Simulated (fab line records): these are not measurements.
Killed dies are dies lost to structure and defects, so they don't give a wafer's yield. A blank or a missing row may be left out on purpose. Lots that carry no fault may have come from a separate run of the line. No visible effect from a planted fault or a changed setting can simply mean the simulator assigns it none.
fab line records	flow n5Finfet
[record] lots = 9	wafers = 25	lastDay = 18
route steps=1938 shown SDB@347 BEOL_M4@1111 PASSIVATION@1936
lots untouched by any fault: they come from a run of this same line in which no faults occurred
startH: hours from the record's opening day to when the first of the lot's shown wafers began	waitH: time in hours since the lot's previous step	" as in the row above	L1.1+2: a single row standing in for several wafers	- no value, or no start was given	* or withheld: withheld	< > ~ a bound
route shown NAME@n: names a module that has steps shown in the file, with the first one's number in the route	usual: the fault-free wafers' mean and standard deviation	same: alike in all rows	chamber/n: place in a boat	sites: each site's reading	_std_site: their standard deviation	_edge_site: inner sites' mean taken away from outer sites' mean	radiusMm: for every site, how far away it sits from the centre of the wafer	mask NAME#n: copy n	behind: the most recent tool/chamber to have shaped the wafer	hold: cause of the lot's hold/its duration in hours/its outcome	device: names the non-switching transistor (n, p or np)	end of line: the tests these same wafers got at the end of their route	where a step has no rows: the recipe by itself	killed: not the wafer's yield, but the dies lost to structure and defects at the first sort	map: the dies of a wafer, with x for killed, . for not killed, _ for no die there
set.NAME: the setting as run; set.NAME@STEP: as run at that earlier step	model.NAME: the simulator's own value behind a step, which no gauge read
a sample of lots followed through the steps of the route, with each step as a table and each wafer as a row
services: the hour from which a tool's chamber was out of use, counted from the record's first day as startH (under 0 if before that day), plus the number of hours and why
[[steps]]
[step N5_SDB_HM_DEP_00]
[recipe] material = SiNx	targetThkA = 400	tempC = 400	precursor = SiH4/NH3/N2	pressureTorr = 1.5	rfW = 300	timeS = 35.3
[usual] chamberPressureTorr = 1.500/0.0035	heaterPowerW = 766/93	showerheadPlenumPTorr = 5.14/0.045	throttleValvePct = 40.8/2.5
lot.wafer	tool	chamber	startH	waitH	chamberPressureTorr	heaterPowerW	showerheadPlenumPTorr	throttleValvePct
L694.1	pecvd-01	0	77.33	0.0	1.506	872	5.12	42.3
L694.2	"	1	"	"	1.500	626	5.09	42.4
L694.4	"	1	"	"	1.504	646	5.09	42.1
L698.3	pecvd-01	1	105.72	0.0	1.498	720	5.08	42.3
L698.5	"	1	"	"	1.499	710	5.09	42.2
L698.6	"	2	"	"	1.501	720	5.19	44.8
L700.1	pecvd-01	1	114.77	0.0	1.510	753	5.10	42.2
L700.4	"	0	"	"	1.503	842	5.12	42.8
L700.5	"	2	"	"	1.503	724	5.18	44.6
L706.2	pecvd-01	2	152.20	0.0	1.496	723	5.18	44.9
L706.5	"	2	"	"	1.501	716	5.17	44.9
L709.2	pecvd-01	2	166.60	0.0	1.497	793	5.18	45.1
L709.5	"	1	"	"	1.498	734	5.10	42.0
L710.2	pecvd-04	1	173.01	0.0	1.503	723	5.07	41.3
L710.3	"	0	"	"	1.499	931	5.16	41.3
L710.5	"	1	"	"	1.500	726	5.06	41.3
L712.2	pecvd-04	2	190.76	0.0	1.498	925	5.20	37.3
L712.3	"	1	"	"	1.504	716	5.06	41.4
L712.5	"	1	"	"	1.497	732	5.07	41.4
L714.3	pecvd-04	2	208.32	0.0	1.501	866	5.18	37.6
L714.4	"	0	"	"	1.500	820	5.17	41.2
L714.5	"	2	"	"	1.498	865	5.21	37.5
L715.1	pecvd-04	1	210.95	0.0	1.503	763	5.06	41.7
L715.2	"	0	"	"	1.500	846	5.17	41.1
L715.3	"	2	"	"	1.502	880	5.21	37.5
[step N5_SDB_INSPECT_13]
[recipe] mode = adi	inspectInstrument = brightfield
[usual] rawDefectCount = 77/32
lot.wafer	tool	chamber	startH	waitH	rawDefectCount
L694.1	defectInspect-02	-	77.71	0.0	46
L694.2	"	-	"	"	36
L694.4	"	-	"	"	33
L698.3	defectInspect-02	-	106.23	0.0	81
L698.5	"	-	"	"	107
L698.6	"	-	"	"	61
L700.1	defectInspect-02	-	115.27	0.0	44
L700.4	"	-	"	"	79
L700.5	"	-	"	"	72
L706.2	defectInspect-02	-	152.70	0.0	80
L706.5	"	-	"	"	51
L709.2	defectInspect-02	-	167.10	0.0	82
L709.5	"	-	"	"	46
L710.2	defectInspect-01	-	173.51	0.0	48
L710.3	"	-	"	"	90
L710.5	"	-	"	"	255
L712.2	defectInspect-02	-	191.27	0.0	58
L712.3	"	-	"	"	46
L712.5	"	-	"	"	89
L714.3	defectInspect-02	-	208.83	0.0	99
L714.4	"	-	"	"	90
L714.5	"	-	"	"	33
L715.1	defectInspect-01	-	211.33	0.0	37
L715.2	"	-	"	"	118
L715.3	"	-	"	"	69
[step N5_SDB_STRIP_21]
[recipe] chemistry = CF4	resist = SiARC	powerW = 300	biasPowerW = 75	pressureMtorr = 50	cf4FlowSccm = 150	rfFrequencyHz = 6e+07
[usual] biasPowerW = 75.01/0.22	drypumpMotorCurrentA = 5.8/0.34	oesProductAu = 0.78/0.089	rfVppV = 270.5/1.2	showerheadPlenumPTorr = 1.76/0.039	throttleValvePct = 13.65/0.25
lot.wafer	tool	chamber	startH	waitH	biasPowerW	drypumpMotorCurrentA	oesProductAu	rfHoursCounterH	rfVppV	showerheadPlenumPTorr	throttleValvePct
L694.1	rieDiel-06	0	77.95	0.0	74.82	5.8	0.67	241	271.2	1.78	13.95
L694.2	"	3	"	"	75.14	6.2	0.78	132	270.0	1.73	13.61
L694.4	"	2	"	"	74.96	5.9	0.69	233	270.3	1.77	13.59
L698.3	rieDiel-06	2	106.47	0.0	74.98	5.9	0.68	243	271.6	1.77	13.62
L698.5	"	2	"	"	75.07	5.9	0.69	-	270.6	1.77	13.62
L698.6	"	3	"	"	75.06	6.2	0.77	-	270.3	1.73	13.62
L700.1	rieDiel-02	2	115.94	0.0	74.66	6.2	0.76	160	273.6	1.86	13.95
L700.4	"	1	"	"	75.23	5.0	0.74	164	268.7	1.73	13.59
L700.5	"	1	"	"	74.93	5.0	0.74	-	270.4	1.73	13.58
L706.2	rieDiel-06	0	152.94	0.0	75.21	5.8	0.94	10	270.0	1.77	13.40
L706.5	"	0	"	"	75.08	5.8	0.94	-	270.6	1.77	13.40
L709.2	rieDiel-05	0	167.54	0.0	74.51	5.6	0.84	56	272.9	1.75	13.41
L709.5	"	1	"	"	74.88	5.1	0.93	-	271.1	1.75	13.23
L710.2	rieDiel-05	2	173.96	0.0	74.72	6.2	0.95	2	271.5	1.83	13.45
L710.3	"	1	"	"	74.77	5.1	0.93	19	269.8	1.75	13.22
L710.5	"	3	"	"	74.68	5.7	0.71	-	271.3	1.78	13.74
L712.2	rieDiel-06	0	191.59	0.0	75.10	5.8	0.90	26	270.3	1.77	13.44
L712.3	"	2	"	"	75.15	5.9	0.94	17	271.1	1.76	13.12
L712.5	"	3	"	"	74.82	6.2	0.75	-	268.7	1.72	13.69
L714.3	rieDiel-06	2	209.24	0.0	74.98	5.9	0.91	23	270.7	1.76	13.13
L714.4	"	1	"	"	75.12	6.0	0.72	180	269.9	1.79	13.80
L714.5	"	1	"	"	75.05	6.0	0.73	-	270.7	1.79	13.81
L715.1	rieDiel-06	3	211.58	0.0	74.73	6.2	0.74	173	268.9	1.72	13.70
L715.2	"	1	"	"	75.05	6.0	0.72	181	270.4	1.79	13.82
L715.3	"	0	"	"	74.74	5.8	0.89	33	269.0	1.76	13.45
[step N5_SDB_HM_OPEN_20]
[recipe] chemistry = CH3F/O2	target = SiNx	maskMaterial = SOC	targetDepthA = 240	stopOn = poly-Si	overEtchFrac = 0.4	ionEnergyEv = 120	pressureMtorr = 30	sourceW = 395	biasW = 73	Ar_flow_sccm = 150	CH3F_flow_sccm = 30	O2_flow_sccm = 20
[usual] drypumpMotorCurrentA = 5.8/0.33	oesProductAu = 0.65/0.075	rfVppV = 297.4/2.7	showerheadPlenumPTorr = 1.96/0.045	throttleValvePct = 16.39/0.24
lot.wafer	tool	chamber	startH	waitH	drypumpMotorCurrentA	oesProductAu	rfHoursCounterH	rfVppV	showerheadPlenumPTorr	throttleValvePct
L694.1	rieDiel-06	0	77.97	0.0	5.7	0.56	241	300.9	1.97	16.61
L694.2	"	3	"	"	6.2	0.66	132	297.6	1.93	16.40
L694.4	"	2	"	"	5.9	0.58	233	296.8	1.97	16.28
L698.3	rieDiel-06	2	106.49	0.0	5.9	0.57	243	297.7	1.97	16.31
L698.5	"	2	"	"	5.9	0.57	-	295.8	1.97	16.30
L698.6	"	3	"	"	6.2	0.65	-	298.3	1.93	16.43
L700.1	rieDiel-02	2	115.96	0.0	6.1	0.63	160	301.9	2.08	16.70
L700.4	"	1	"	"	5.0	0.61	164	294.5	1.92	16.33
L700.5	"	1	"	"	5.0	0.62	-	296.2	1.92	16.33
L706.2	rieDiel-06	0	152.96	0.0	5.8	0.80	10	299.3	1.96	16.16
L706.5	"	0	"	"	5.8	0.96	-	300.6	1.96	16.17
L709.2	rieDiel-05	0	167.56	0.0	5.6	0.69	56	296.4	1.94	16.14
L709.5	"	1	"	"	5.1	0.95	-	297.4	1.96	16.09
L710.2	rieDiel-05	2	173.98	0.0	6.2	0.77	2	296.7	2.05	16.27
L710.3	"	1	"	"	5.1	0.76	19	298.0	1.96	16.09
L710.5	"	3	"	"	5.7	0.58	-	293.3	1.98	16.44
L712.2	rieDiel-06	0	191.61	0.0	5.8	0.75	26	299.8	1.95	16.19
L712.3	"	2	"	"	5.9	0.76	17	294.6	1.96	15.90
L712.5	"	3	"	"	6.2	0.63	-	298.5	1.92	16.47
L714.3	rieDiel-06	2	209.26	0.0	5.9	0.77	23	296.1	1.96	15.90
L714.4	"	1	"	"	6.0	0.61	180	299.3	1.99	16.53
L714.5	"	1	"	"	6.0	0.61	-	298.8	1.99	16.54
L715.1	rieDiel-06	3	211.60	0.0	6.2	0.61	173	297.6	1.92	16.46
L715.2	"	1	"	"	6.0	0.60	181	299.1	1.98	16.54
L715.3	"	0	"	"	5.8	0.73	33	299.4	1.95	16.20
[step N5_SDB_CMP_30]
[recipe] stopOn = poly-Si	tOverpolishS = 1.54	postCmpClean = alkalineBrush	downForcePsi = 4.1491	platenRpm = 51.796	padVelocityMS = 1.0306	targetThkNm = 30
[usual] motorCurrentA = 12.6/0.89	timeToEndpointS = 17.4/1.7
lot.wafer	tool	chamber	startH	waitH	motorCurrentA	timeToEndpointS
L694.2	cmp-04	0	81.67	1.4	12.6	17.2
L694.1	"	1	"	"	13.0	18.1
L694.4	"	2	"	"	11.2	17.4
L698.3	cmp-03	1	109.94	1.4	11.1	18.9
L698.5	"	1	"	"	10.9	18.7
L698.6	"	2	"	"	12.4	14.5
L700.4	cmp-01	0	119.46	0.0	12.5	17.4
L700.1	"	2	"	"	14.4	17.3
L700.5	"	0	"	"	12.4	20.0
L706.2	cmp-04	3	156.78	1.5	12.9	17.4
L706.5	"	1	"	"	12.6	25.3
L709.2	cmp-03	2	170.86	1.4	12.2	18.6
L709.5	"	3	"	"	13.7	30.0
L710.3	cmp-03	1	177.29	1.4	10.2	17.9
L710.2	"	3	"	"	13.9	18.9
L710.5	"	1	"	"	10.8	18.0
L712.2	cmp-03	2	195.42	1.4	12.3	15.5
L712.3	"	0	"	"	12.1	15.7
L712.5	"	2	"	"	12.8	14.7
L714.4	cmp-04	0	212.94	1.4	12.4	16.3
L714.3	"	2	"	"	12.1	15.0
L714.5	"	3	"	"	12.9	16.8
L715.1	cmp-04	1	215.40	1.4	12.5	15.2
L715.3	"	2	"	"	11.9	14.1
L715.2	"	3	"	"	12.7	17.8
[step N5_SDB_INSPECT_36]
[recipe] inspectInstrument = darkfield	mode = postCmp
[usual] rawDefectCount = 39/16
lot.wafer	tool	chamber	startH	waitH	rawDefectCount
L694.1	defectInspect-02	-	81.99	0.0	26
L694.2	"	-	"	"	38
L694.4	"	-	"	"	16
L698.3	defectInspect-02	-	110.26	0.0	27
L698.5	"	-	"	"	42
L698.6	"	-	"	"	24
L700.1	defectInspect-02	-	119.78	0.0	41
L700.4	"	-	"	"	62
L700.5	"	-	"	"	48
L706.2	defectInspect-01	-	157.03	0.0	24
L706.5	"	-	"	"	27
L709.2	defectInspect-01	-	171.18	0.0	31
L709.5	"	-	"	"	24
L710.2	defectInspect-02	-	177.61	0.0	25
L710.3	"	-	"	"	23
L710.5	"	-	"	"	40
L712.2	defectInspect-02	-	195.74	0.0	57
L712.3	"	-	"	"	72
L712.5	"	-	"	"	50
L714.3	defectInspect-02	-	213.22	0.0	23
L714.4	"	-	"	"	34
L714.5	"	-	"	"	48
L715.1	defectInspect-01	-	215.72	0.0	52
L715.2	"	-	"	"	26
L715.3	"	-	"	"	22
[step N5_BEOL_M4_RC_MEAS_101]
[usual] DIBL_N = 36.4/1.3	DIBL_P = 36.5/1.7	IOFF_N = 0.154/0.022	IOFF_P = 0.202/0.025	ION_N = 671/9.8	ION_P = 460/6.8	SS_N = 71.6/0.54	SS_P = 73.4/0.58	VT_N = 250.9/2.8	VT_P = -251.4/2.7
lot.wafer	tool	chamber	startH	waitH	DIBL_N[mV/V]	DIBL_P[mV/V]	IOFF_N[nA/um]	IOFF_P[nA/um]	ION_N[uA/um]	ION_P[uA/um]	SS_N[mV/dec]	SS_P[mV/dec]	VT_N[mV]	VT_P[mV]
L694.1	prober-02	0	175.60	0.0	37.7	38.0	0.170	0.216	667	457	71.6	74.3	249.1	-252.6
L694.2	"	0	"	"	34.9	34.4	0.125	0.167	657	453	70.8	73.3	255.3	-256.2
L694.4	"	0	"	"	37.6	37.3	0.170	0.201	672	456	71.3	74.2	251.2	-253.2
L698.3	prober-02	0	205.12	0.3	37.8	37.6	0.182	0.234	680	470	71.4	73.9	247.4	-247.5
L698.5	"	0	"	"	36.2	35.6	0.152	0.199	684	466	70.8	73.4	249.2	-249.2
L698.6	"	0	"	"	36.0	35.5	0.147	0.197	681	466	71.3	73.8	248.4	-248.3
L700.1	prober-02	0	222.66	0.0	36.6	37.3	0.159	0.232	669	466	71.8	74.1	250.7	-248.4
L700.4	"	0	"	"	35.6	35.2	0.135	0.194	664	461	71.9	73.4	253.0	-250.1
L700.5	"	0	"	"	35.2	35.7	0.135	0.200	669	471	70.7	73.5	251.4	-249.6
L706.2	prober-02	0	261.57	0.2	35.3	35.9	0.150	0.196	689	471	71.5	73.8	247.1	-252.5
L709.2	prober-01	0	268.42	0.2	34.8	34.5	0.125	0.172	655	449	71.9	72.9	256.1	-255.7
L710.2	prober-02	0	270.59	0.2	38.0	37.3	0.181	0.232	661	451	72.6	73.1	249.9	-248.6
L710.3	"	0	"	"	37.6	37.1	0.163	0.225	672	461	72.0	73.5	252.3	-251.1
L710.5	"	0	"	"	37.0	36.4	0.157	0.221	671	463	71.7	73.4	250.5	-250.3
L712.2	prober-01	0	295.86	0.2	37.1	35.6	0.163	0.198	661	449	71.9	73.7	250.8	-252.9
L712.3	"	0	"	"	37.6	37.3	0.188	0.241	676	463	71.9	74.4	244.2	-245.9
L712.5	"	0	"	"	37.2	37.7	0.193	0.248	687	469	71.4	73.6	246.1	-245.7
L715.1	prober-01	0	305.59	0.0	36.1	37.4	0.157	0.192	677	453	71.5	73.3	247.4	-252.0
L715.2	"	0	"	"	37.4	38.9	0.189	0.220	685	465	71.6	74.2	245.6	-250.3
L715.3	"	0	"	"	37.3	38.9	0.187	0.211	669	455	71.8	73.7	248.7	-251.6
L714.3	prober-01	0	310.98	0.3	34.7	34.7	0.130	0.191	662	459	71.6	72.5	253.3	-251.2
L714.4	"	0	"	"	35.0	35.3	0.134	0.199	679	466	70.6	72.7	251.0	-248.1
L714.5	"	0	"	"	35.2	36.0	0.145	0.215	672	464	71.2	72.4	250.8	-249.1
[step N5_PASSIVATION_PROBE_49]
[usual] defectLimitedYield = 91.1/1.3	killed_at_M0_to_M3 = 34/10	killed_at_M4_up = 14/5.7	killedAtContacts = 12/5.9	killedAtFrontEnd = 41/12	killedAtOther = 4/3.1	killedDies = 105/15	killedOnRim = 14/4.2	killedOpen = 69/11	killedShort = 35/7.8	sort_bin_5_function = 5.3/0.81	sort_bin_6_memory = 3.3/0.75	sortNPass = 1075/15	sortYieldPct = 91.1/1.3
[same] grossDies = 1180	killedAtBackSide = 0	sort_bin_4_leakage[%] = 0	sort_bin_8_speed[%] = 0
lot.wafer	tool	chamber	startH	waitH	defectLimitedYield[%]	killed_at_M0_to_M3	killed_at_M4_up	killedAtContacts	killedAtFrontEnd	killedAtOther	killedDies	killedOnRim	killedOpen	killedShort	sort_bin_5_function[%]	sort_bin_6_memory[%]	sortNPass	sortYieldPct[%]
L694.1	prober-02	-	275.46	0.0	91.2	50	15	13	25	1	104	9	69	33	4.9	3.7	1076	91.2
L694.2	prober-02	-	275.51	0.1	91.7	22	12	11	39	14	98	13	68	28	5.8	2.3	1082	91.7
L694.4	prober-02	-	275.61	0.2	93.6	27	9	3	31	5	75	3	46	28	4.0	2.0	1105	93.6
L698.3	prober-01	-	316.74	0.1	91.2	36	23	11	30	4	104	13	75	29	5.3	3.4	1076	91.2
L698.5	prober-01	-	316.84	0.2	92.0	22	12	22	30	8	94	10	58	34	4.7	2.9	1086	92.0
L698.6	prober-01	-	316.89	0.3	90.9	37	22	15	32	1	107	19	73	34	4.5	4.3	1073	90.9
L700.5	prober-02	-	329.85	0.2	86.3	47	11	18	83	3	162	25	113	49	8.6	5.1	1018	86.3
L706.2	prober-01	-	364.22	0.1	90.1	25	23	14	47	8	117	18	92	24	5.8	3.9	1063	90.1
L706.5	prober-01	-	364.37	0.2	0	19	14	11	1122	14	1180	152	53	38	96.7	3.1	0	0
L710.2	prober-01	-	374.51	0.1	87.9	51	13	3	74	2	143	22	77	63	6.9	4.7	1037	87.9
L710.3	prober-01	-	374.56	0.1	90.8	50	8	3	42	6	109	9	67	40	5.8	3.0	1071	90.8
L710.5	prober-01	-	374.66	0.2	89.4	54	12	5	52	2	125	16	78	46	6.6	3.3	1055	89.4
L709.2	prober-01	-	382.70	0.1	89.7	36	21	7	55	2	121	16	73	43	5.8	4.2	1059	89.7
L709.5	prober-01	-	382.85	0.2	0	27	12	9	1129	3	1180	152	55	36	97.0	2.7	0	0
L712.2	prober-02	-	392.64	0.1	91.8	35	6	11	42	3	97	11	63	32	5.2	2.7	1083	91.8
L712.3	prober-02	-	392.69	0.1	92.0	39	13	17	23	2	94	9	53	40	4.5	3.2	1086	92.0
L712.5	prober-02	-	392.79	0.2	91.9	39	8	14	34	1	96	15	58	37	4.7	2.8	1084	91.9
// killed by level:class
L694.1 BEOL_M2:geometricParticle:open=14 MOL_CONTACT_COAG:geometricParticle:open=12 BEOL_M0_SAQP:geometricParticle:short=9 BEOL_M0_SAQP:geometricParticle:open=8 BEOL_M3:geometricParticle:open=6 BEOL_M0:geometricParticle:open=6 FIN_SAQP:geometricParticle:short=5 BEOL_M4:geometricParticle:short=4
L694.2 FIN_SAQP:geometricParticle:open=10 STI_FIN_REVEAL:geometricParticle:open=9 MOL_CONTACT_COAG:geometricParticle:open=9 PASS1_DEP:geometricParticle:open=8 FIN_SAQP:geometricParticle:short=6 BEOL_M0_SAQP:geometricParticle:short=6 BEOL_M1:geometricParticle:open=5 BEOL_M3:geometricParticle:open=4
L694.4 STI_FIN_REVEAL:geometricParticle:open=7 BEOL_M0_SAQP:geometricParticle:open=7 BEOL_M0_SAQP:geometricParticle:short=7 FIN_SAQP:geometricParticle:open=6 BEOL_M1:geometricParticle:open=5 FIN_SAQP:geometricParticle:short=4 STARTING-WAFER:geometricParticle:short=4 GATE_CUT:geometricParticle:short=3
L698.3 BEOL_M0_SAQP:geometricParticle:open=13 STI_FIN_REVEAL:geometricParticle:open=9 BEOL_M4:geometricParticle:open=9 BEOL_M5:geometricParticle:open=9 GATE_CUT:geometricParticle:short=7 MOL_CONTACT_COAG:geometricParticle:open=7 BEOL_M0_SAQP:geometricParticle:short=6 BEOL_M3:geometricParticle:open=6
L698.5 MOL_CONTACT_COAG:geometricParticle:open=17 GATE_CUT:geometricParticle:short=11 STI_FIN_REVEAL:geometricParticle:open=9 MOL_CONTACT_COAG:geometricParticle:short=5 BEOL_M0_SAQP:geometricParticle:open=5 BEOL_M1:geometricParticle:open=5 BEOL_M0_SAQP:geometricParticle:short=4 PAD_METAL:geometricParticle:short=4
L698.6 MOL_CONTACT_COAG:geometricParticle:open=11 STI_FIN_REVEAL:geometricParticle:open=10 BEOL_M4:geometricParticle:open=9 BEOL_M0_SAQP:geometricParticle:open=6 BEOL_M0_SAQP:geometricParticle:short=6 BEOL_M1:geometricParticle:open=6 BEOL_M2:geometricParticle:open=6 BEOL_M3:geometricParticle:open=5
L700.5 FIN_SAQP:geometricParticle:open=35 MOL_CONTACT_COAG:geometricParticle:open=12 STI_FIN_REVEAL:geometricParticle:open=11 BEOL_M3:geometricParticle:open=11 BEOL_M2:geometricParticle:open=10 FIN_SAQP:geometricParticle:short=9 BEOL_M0_SAQP:geometricParticle:short=9 GATE_CUT:geometricParticle:short=7
L706.2 FIN_SAQP:geometricParticle:open=15 BEOL_M4:geometricParticle:open=13 MOL_CONTACT_COAG:geometricParticle:open=12 BEOL_M1:geometricParticle:open=11 STI_FIN_REVEAL:geometricParticle:open=6 BEOL_M3:geometricParticle:open=6 GATE_CUT:geometricParticle:open=5 PAD_METAL:geometricParticle:open=5
L706.5 SDB:areaOpen=1087 STI_FIN_REVEAL:geometricParticle:open=8 BEOL_M4:geometricParticle:open=8 FIN_SAQP:geometricParticle:open=7 MOL_CONTACT_COAG:geometricParticle:open=6 BEOL_M3:geometricParticle:open=6 MOL_CONTACT_COAG:geometricParticle:short=5 PAD_METAL:geometricParticle:short=5
L710.2 FIN_SAQP:geometricParticle:short=30 FIN_SAQP:geometricParticle:open=19 BEOL_M0_SAQP:geometricParticle:short=14 BEOL_M0_SAQP:geometricParticle:open=10 STI_FIN_REVEAL:geometricParticle:open=8 BEOL_M3:geometricParticle:open=8 BEOL_M1:geometricParticle:open=7 BEOL_M4:geometricParticle:open=5
L710.3 BEOL_M3:geometricParticle:open=15 BEOL_M0_SAQP:geometricParticle:short=13 FIN_SAQP:geometricParticle:open=9 FIN_SAQP:geometricParticle:short=8 BEOL_M0_SAQP:geometricParticle:open=7 STI_FIN_REVEAL:geometricParticle:open=6 GATE_CUT:geometricParticle:short=6 BEOL_M2:geometricParticle:open=5
L710.5 FIN_SAQP:geometricParticle:short=16 BEOL_M0_SAQP:geometricParticle:open=15 FIN_SAQP:geometricParticle:open=14 BEOL_M3:geometricParticle:open=14 BEOL_M0_SAQP:geometricParticle:short=9 BEOL_M1:geometricParticle:open=6 BEOL_M2:geometricParticle:open=6 STI_FIN_REVEAL:geometricParticle:open=5
L709.2 FIN_SAQP:geometricParticle:open=19 BEOL_M0_SAQP:geometricParticle:short=14 FIN_SAQP:geometricParticle:short=11 BEOL_M0_SAQP:geometricParticle:open=11 BEOL_M4:geometricParticle:open=9 DUMMY_GATE:geometricParticle:open=6 MOL_CONTACT_COAG:geometricParticle:open=5 BEOL_M2:geometricParticle:open=5
L709.5 SDB:areaOpen=1088 FIN_SAQP:geometricParticle:open=14 FIN_SAQP:geometricParticle:short=8 MOL_CONTACT_COAG:geometricParticle:open=8 GATE_CUT:geometricParticle:short=7 BEOL_M0_SAQP:geometricParticle:open=5 BEOL_M0_SAQP:geometricParticle:short=5 BEOL_M1:geometricParticle:open=5
L712.2 STI_FIN_REVEAL:geometricParticle:open=10 BEOL_M3:geometricParticle:open=10 BEOL_M0_SAQP:geometricParticle:open=9 MOL_CONTACT_COAG:geometricParticle:open=7 BEOL_M0_SAQP:geometricParticle:short=7 FIN_SAQP:geometricParticle:open=4 STI_FIN_REVEAL:geometricParticle:short=4 GATE_CUT:geometricParticle:short=4
L712.3 BEOL_M0_SAQP:geometricParticle:short=15 MOL_CONTACT_COAG:geometricParticle:open=12 MOL_CONTACT_COAG:geometricParticle:short=5 BEOL_M0_SAQP:geometricParticle:open=5 BEOL_M3:geometricParticle:open=5 FIN_SAQP:geometricParticle:open=4 STI_FIN_REVEAL:geometricParticle:open=4 BEOL_M2:geometricParticle:short=4
L712.5 BEOL_M0_SAQP:geometricParticle:short=13 MOL_CONTACT_COAG:geometricParticle:open=11 BEOL_M0_SAQP:geometricParticle:open=9 DUMMY_GATE:geometricParticle:open=7 STI_FIN_REVEAL:geometricParticle:open=6 FIN_SAQP:geometricParticle:open=5 BEOL_M3:geometricParticle:open=5 STI_FIN_REVEAL:geometricParticle:short=4
[[services]]
tool	chamber	startH	hours	kind
cmp-04	-	64.51	0.4	repair
rieDiel-05	0	67.15	3.7	repair
cmp-04	-	82.26	5.0	pm
rieDiel-02	2	90.82	4.3	repair
rieDiel-06	0	102.20	-	clean
rieDiel-06	0	102.20	-	consumableReplace:focusRing
rieDiel-06	0	102.20	26.8	scheduledDown
rieDiel-06	0	102.20	26.8	ventCycle
cmp-01	-	103.32	4.2	pm
pecvd-04	-	110.67	40.2	repair
rieDiel-05	3	117.14	1.4	repair
cmp-03	-	124.34	7.2	pm
rieDiel-06	2	129.03	-	clean
rieDiel-06	2	129.03	-	consumableReplace:focusRing
rieDiel-06	2	129.03	18.5	scheduledDown
pecvd-01	-	137.43	2.8	pm
cmp-01	-	138.85	1.5	repair
rieDiel-05	0	158.30	8.1	repair
cmp-01	-	159.35	8.3	repair
rieDiel-02	2	180.54	3.9	repair
rieDiel-05	3	185.11	4.9	repair
cmp-01	-	189.30	1.0	repair
rieDiel-06	2	209.85	1.5	repair
cmp-03	-	211.96	4.0	pm
[[key]]
[firstSign] step = N5_SDB_HM_OPEN_20	reading = oesProductAu	direction = up	sigmas = 4.1	usual = 0.65	struck = 0.95
[effect] step = N5_SDB_CMP_30	reading = timeToEndpointS	direction = up	sigmas = 6.1	usual = *	struck = *
[effect] step = N5_PASSIVATION_PROBE_49	reading = sort_bin_5_function	direction = up	sigmas = 99+	usual = 5.3	struck = 96.9
[moreKillsBornAt] N5_SDB_HM_OPEN_20@rieDiel-05 = 1088	N5_SDB_HM_OPEN_20@rieDiel-06 = 1087
metAt N5_SDB_HM_DEP_00
struckLots L706,L709
struckWafers L706.5,L709.5
laterRowsLeftOut L706.5,L709.5
notActingAt N5_SDB_INSPECT_13,N5_SDB_STRIP_21,N5_SDB_INSPECT_36
onsetBetween 114.77 152.20
[fault] kind = processParameterDrift	tool = pecvd-01	chamber = -	onsetH = 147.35	steps = N5_SDB_HM_DEP_00	channel = timeS	offset = *	shape = step	endH = 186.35	scope = struckWafersOnly	actsIn = *	stated = *
// laterRowsLeftOut: the simulator's readings of these wafers behind a module that went badly wrong aren't trusted and aren't shown, but for the sort
